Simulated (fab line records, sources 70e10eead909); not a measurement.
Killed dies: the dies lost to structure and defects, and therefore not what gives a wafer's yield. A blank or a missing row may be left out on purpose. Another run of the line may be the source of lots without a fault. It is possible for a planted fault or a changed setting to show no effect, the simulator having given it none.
fab line records :: flow nandHarc
[record]
  lots = 5
  wafers = 15
  lastDay = 33
route steps=1302 shown P_STI@107 P_GATE@110 END@1302
lots with no fault: from the same line, run without faults
startH: the number of hours between the record's first day and the start of the first shown wafer of the lot :: waitH: hours elapsed since this lot's preceding step :: " identical to the entry in the row above :: L1.1+2: one row covering several wafers at once :: - no value, or no start was given :: * or withheld: withheld :: < > ~ a bound
route shown NAME@n: NAME is a module with steps in the file, n the number in the route of the first one :: usual: mean/standard deviation taken from wafers without a fault :: same: alike in all rows :: chamber/n: place in a boat :: sites: the reading at each site :: _std_site: standard deviation of those values :: _edge_site: the outer-site mean with the inner-site mean subtracted :: radiusMm: for every site, how far away it sits from the centre of the wafer :: mask NAME#n: copy n :: behind: the most recent tool/chamber to have shaped the wafer :: hold: what put the lot on hold/how long, in hours/how the hold closed :: device: the n, p or np transistor that did not switch :: end of line: tests of these same wafers at the route's end :: a step with no rows: only its recipe :: killed: not the wafer's yield, but the dies lost to structure and defects at the first sort :: map: dies across one wafer; x = killed, . = not, _ = none there
set.NAME: the setting as run; set.NAME@STEP: as run at that earlier step :: model.NAME: the simulator's own value behind a step, which no gauge read
lots at some steps of the route; a table a step, a row a wafer
services: from which hour (startH, from the record's first day; less than 0 if before it) a tool's chamber was out of use, for how many hours, and why
[[steps]]
[step NHARC_P_STI_SRD_39]
[step NHARC_P_STI_OXIDE_40]
[recipe]
  targetThkA = 100
  tempC = 900
  oxTimeS = 1362
  material = SiO2
[step NHARC_P_STI_INSPECT_25]
[usual]
  rawDefectCount = 203/70
lot.wafer: L286.1
tool: defectInspect-02
chamber: -
startH: 110.05
waitH: 0.4
rawDefectCount: 258

lot.wafer: L286.4
tool: defectInspect-02
chamber: -
startH: 110.05
waitH: 0.4
rawDefectCount: 346

lot.wafer: L286.6
tool: defectInspect-02
chamber: -
startH: 110.05
waitH: 0.4
rawDefectCount: 187

lot.wafer: L290.2
tool: defectInspect-02
chamber: -
startH: 154.08
waitH: 0.4
rawDefectCount: 224

lot.wafer: L290.3
tool: defectInspect-02
chamber: -
startH: 154.08
waitH: 0.4
rawDefectCount: 153

lot.wafer: L290.5
tool: defectInspect-02
chamber: -
startH: 154.08
waitH: 0.4
rawDefectCount: 130

lot.wafer: L302.1
tool: defectInspect-01
chamber: -
startH: 276.80
waitH: 0.4
rawDefectCount: 140

lot.wafer: L302.3
tool: defectInspect-01
chamber: -
startH: 276.80
waitH: 0.4
rawDefectCount: 124

lot.wafer: L302.4
tool: defectInspect-01
chamber: -
startH: 276.80
waitH: 0.4
rawDefectCount: 183

lot.wafer: L303.2
tool: defectInspect-02
chamber: -
startH: 276.81
waitH: 0.4
rawDefectCount: 184

lot.wafer: L303.3
tool: defectInspect-02
chamber: -
startH: 276.81
waitH: 0.4
rawDefectCount: 187

lot.wafer: L303.6
tool: defectInspect-02
chamber: -
startH: 276.81
waitH: 0.4
rawDefectCount: 313

lot.wafer: L305.3
tool: defectInspect-01
chamber: -
startH: 301.31
waitH: 0.4
rawDefectCount: 148

lot.wafer: L305.4
tool: defectInspect-01
chamber: -
startH: 301.31
waitH: 0.4
rawDefectCount: 160

lot.wafer: L305.5
tool: defectInspect-01
chamber: -
startH: 301.31
waitH: 0.4
rawDefectCount: 211
[step NHARC_P_GATE_ETCH_69]
[recipe]
  targetDepthA = 140
  chemistry = dHF
  material = SiO2
[step NHARC_P_GATE_PRECLEAN_70]
[recipe]
  timeS = *
  tempC = 50
  bathAgeMin = 0
  chemistry = SC1
[step NHARC_P_GATE_SRD_01]
[step NHARC_P_GATE_OXIDE_02]
[recipe]
  targetThkA = 375
  tempC = 950
  pH2oTorr = 720
  oxTimeS = 365
  material = SiO2
[step NHARC_P_GATE_DEHYDRATE_03]
[recipe]
  tempC = 150
  timeS = 120
[step NHARC_P_GATE_HMDS_04]
[recipe]
  timeS = 30
[step NHARC_P_GATE_COAT_05]
[recipe]
  spinRpm = 4690
[step NHARC_P_GATE_SOFTBAKE_06]
[recipe]
  tempC = 122
  timeS = 95
[step NHARC_P_GATE_EBR_07]
[step NHARC_P_GATE_EXPOSE_08]
[recipe]
  na = 0.6
  doseMj = 16.75
  maskId = P_HV
lot.wafer: L286.1+4+6
tool: krfScanner-01
chamber: 0
startH: 118.38
waitH: -
mask: P_HV#0

lot.wafer: L290.2+3+5
tool: krfScanner-03
chamber: 0
startH: 162.30
waitH: -
mask: P_NSD#0

lot.wafer: L302.1+3+4
tool: krfScanner-01
chamber: 0
startH: 285.09
waitH: -
mask: P_HV#0

lot.wafer: L303.2+3+6
tool: krfScanner-02
chamber: 0
startH: 285.26
waitH: -
mask: P_HV#0

lot.wafer: L305.3+4+5
tool: krfScanner-03
chamber: 0
startH: 309.88
waitH: -
mask: P_HV#0
[step NHARC_P_GATE_PEB_09]
[recipe]
  pebTempC = 118
  pebTimeS = 85
[step NHARC_P_GATE_DEVELOP_10]
[recipe]
  timeS = 70
[step NHARC_P_GATE_CD_MEAS_11]
[recipe]
  targetCdNm = 1640
  landingEnergyEv = 500
[usual]
  cdNm = 1640.7/1.2
lot.wafer: L286.1
tool: cdSem-03
chamber: 0
startH: 118.53
waitH: -
cdNm: 1642.6

lot.wafer: L286.4
tool: cdSem-03
chamber: 0
startH: 118.53
waitH: -
cdNm: 1642.9

lot.wafer: L286.6
tool: cdSem-03
chamber: 0
startH: 118.53
waitH: -
cdNm: 1641.8

lot.wafer: L290.2
tool: cdSem-03
chamber: 0
startH: 162.45
waitH: -
cdNm: -

lot.wafer: L290.3
tool: cdSem-03
chamber: 0
startH: 162.45
waitH: -
cdNm: -

lot.wafer: L290.5
tool: cdSem-03
chamber: 0
startH: 162.45
waitH: -
cdNm: -

lot.wafer: L302.1
tool: cdSem-01
chamber: 0
startH: 285.25
waitH: -
cdNm: 1642.5

lot.wafer: L302.3
tool: cdSem-01
chamber: 0
startH: 285.25
waitH: -
cdNm: 1642.6

lot.wafer: L302.4
tool: cdSem-01
chamber: 0
startH: 285.25
waitH: -
cdNm: 1641.8

lot.wafer: L303.2
tool: cdSem-03
chamber: 0
startH: 285.41
waitH: -
cdNm: 1640.2

lot.wafer: L303.3
tool: cdSem-03
chamber: 0
startH: 285.41
waitH: -
cdNm: 1638.7

lot.wafer: L303.6
tool: cdSem-03
chamber: 0
startH: 285.41
waitH: -
cdNm: 1639.4

lot.wafer: L305.3
tool: cdSem-02
chamber: 0
startH: 310.03
waitH: -
cdNm: 1640.5

lot.wafer: L305.4
tool: cdSem-02
chamber: 0
startH: 310.03
waitH: -
cdNm: 1641.7

lot.wafer: L305.5
tool: cdSem-02
chamber: 0
startH: 310.03
waitH: -
cdNm: 1640.2
[step NHARC_P_GATE_HARDBAKE_12]
[recipe]
  tempC = 125
  timeS = 80
[step NHARC_END_SORT_01]
[recipe]
  tempC = 25
[usual]
  killedAtArray = 52/16
  killedAtOther = 0.8/1.1
  killedAtPeriphery = 4.2/2.5
  killedDies = 57/16
  killedOpen = 3.4/2
  killedShort = 2.6/1.6
[same]
  grossDies = 677
lot.wafer: L290.2
tool: prober-02
chamber: 0
startH: 635.10
waitH: 2.8
killedAtArray: 45
killedAtOther: 2
killedAtPeriphery: 630
killedDies: 677
killedOpen: 6
killedShort: 2

lot.wafer: L290.3
tool: prober-02
chamber: 0
startH: 635.89
waitH: 3.1
killedAtArray: 55
killedAtOther: 2
killedAtPeriphery: 620
killedDies: 677
killedOpen: 1
killedShort: 3

lot.wafer: L290.5
tool: prober-02
chamber: 0
startH: 637.47
waitH: 3.7
killedAtArray: 61
killedAtOther: 1
killedAtPeriphery: 615
killedDies: 677
killedOpen: 2
killedShort: 5
// killed by level:class
L290.2 P_GATE:areaExpose=626 A_CHANNEL_HOLE_D1:chamberFilmFlake=18 A_CHANNEL_HOLE_D2:chamberFilmFlake=15 A_CHANNEL_FILL_D1:geometricParticle:open=2 A_WL_FILL:geometricParticle:short=2 A_WL_FILL:geometricParticle:open=2 P_STI:chamberFilmFlake=2 A_CONTACT:chamberFilmFlake=2
L290.3 P_GATE:areaExpose=617 A_CHANNEL_HOLE_D1:chamberFilmFlake=31 A_CHANNEL_HOLE_D2:chamberFilmFlake=9 A_STAIRCASE:chamberFilmFlake=5 A_CONTACT:chamberFilmFlake=3 P_M2:chamberFilmFlake=2 THIN_TSV:chamberFilmFlake=2 A_CHANNEL_FILL_D1:geometricParticle:short=1
L290.5 P_GATE:areaExpose=610 A_CHANNEL_HOLE_D1:chamberFilmFlake=32 A_CHANNEL_HOLE_D2:chamberFilmFlake=11 A_CONTACT:chamberFilmFlake=4 P_STI:chamberFilmFlake=3 A_CHANNEL_FILL_D1:chamberFilmFlake=3 A_CHANNEL_FILL_D1:geometricParticle:short=2 A_CHANNEL_FILL_D2:geometricParticle:short=2
// map L290.2 (x killed, . not)
____________x____________
_________xxxxxxx_________
_______xxxxxxxxxxx_______
______xxxxxxxxxxxxx______
_____xxxxxxxxxxxxxxx_____
____xxxxxxxxxxxxxxxxx____
____xxxxxxxxxxxxxxxxx____
___xxxxxxxxxxxxxxxxxxx___
___xxxxxxxxxxxxxxxxxxx___
__xxxxxxxxxxxxxxxxxxxxx__
__xxxxxxxxxxxxxxxxxxxxx__
_xxxxxxxxxxxxxxxxxxxxxxx_
_xxxxxxxxxxxxxxxxxxxxxxx_
_xxxxxxxxxxxxxxxxxxxxxxx_
_xxxxxxxxxxxxxxxxxxxxxxx_
_xxxxxxxxxxxxxxxxxxxxxxx_
xxxxxxxxxxxxxxxxxxxxxxxxx
xxxxxxxxxxxxxxxxxxxxxxxxx
xxxxxxxxxxxxxxxxxxxxxxxxx
xxxxxxxxxxxxxxxxxxxxxxxxx
xxxxxxxxxxxxxxxxxxxxxxxxx
_xxxxxxxxxxxxxxxxxxxxxxx_
_xxxxxxxxxxxxxxxxxxxxxxx_
_xxxxxxxxxxxxxxxxxxxxxxx_
_xxxxxxxxxxxxxxxxxxxxxxx_
_xxxxxxxxxxxxxxxxxxxxxxx_
__xxxxxxxxxxxxxxxxxxxxx__
__xxxxxxxxxxxxxxxxxxxxx__
___xxxxxxxxxxxxxxxxxxx___
___xxxxxxxxxxxxxxxxxxx___
____xxxxxxxxxxxxxxxxx____
____xxxxxxxxxxxxxxxxx____
_____xxxxxxxxxxxxxxx_____
______xxxxxxxxxxxxx______
_______xxxxxxxxxxx_______
_________xxxxxxx_________
____________x____________
// map L305.3 (x killed, . not)
____________.____________
_________x......_________
_______..........._______
______.x...........______
_____..x..x........._____
____.................____
____...x.............____
___..............x...x___
___...................___
__.....................__
__................x....__
_......................x_
_......................._
_..................xxx.._
_..................xx.x._
_..............x.....x.x_
...................xxx.x.
...................xxxxxx
..............x.x.xx.xxxx
x................x.xx.xx.
..............x..xxx..x..
_..........x........x..._
_......................._
_............x.x..x....._
_.............xx........_
_......................._
__...........x.x.x.....__
__.....x.......xx......__
___..............xx...___
___...................___
____.................____
____..........x......____
_____x.............._____
______.....x.......______
_______..........._______
_________......._________
____________.____________
[[services]]
tool: krfScanner-01
chamber: -
startH: 140.00
hours: 4.0
kind: pm

tool: krfScanner-02
chamber: -
startH: 150.59
hours: 0.2
kind: repair

tool: krfScanner-03
chamber: 0
startH: 184.84
hours: -
kind: calibration

tool: krfScanner-02
chamber: 0
startH: 185.56
hours: -
kind: calibration

tool: krfScanner-01
chamber: 0
startH: 222.55
hours: -
kind: calibration

tool: krfScanner-03
chamber: -
startH: 224.00
hours: 4.0
kind: pm

tool: krfScanner-02
chamber: -
startH: 266.00
hours: 4.0
kind: pm

tool: krfScanner-01
chamber: -
startH: 284.57
hours: 0.2
kind: repair

tool: krfScanner-01
chamber: -
startH: 298.01
hours: 2.1
kind: repair
[[key]]
[firstSign]
  step = NHARC_P_GATE_EXPOSE_08
  reading = mask
  direction = changed
[effect]
  step = NHARC_P_GATE_CD_MEAS_11
  reading = cdNm
  direction = missing
[effect]
  step = NHARC_END_SORT_01
  reading = killedAtPeriphery
  direction = up
  sigmas = 99+
  usual = 4.2
  struck = 621.7
[moreKillsBornAt]
  NHARC_P_GATE_EXPOSE_08@krfScanner-03 = 1853
metAt NHARC_P_GATE_EXPOSE_08
struckWafers L290.2,L290.3,L290.5
laterRowsLeftOut L290.2,L290.3,L290.5
testerLeftOut L290
[fault]
  kind = wrongMask
  tool = any
  chamber = -
  onsetH = 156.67
  steps = NHARC_P_GATE_EXPOSE_08
  auxCopy = P_NSD#0
  scope = struckLotsOnly
// testerLeftOut: of these lots the tester's yield and bins aren't shown, on N5 and GAA mostly nor the transistor test; their killed dies are dies lost to structure and defects alone, not to doping, threshold or leakage, so they don't give the yield
// laterRowsLeftOut: the simulator's readings of these wafers behind a module that went badly wrong aren't trusted and aren't shown, but for the sort
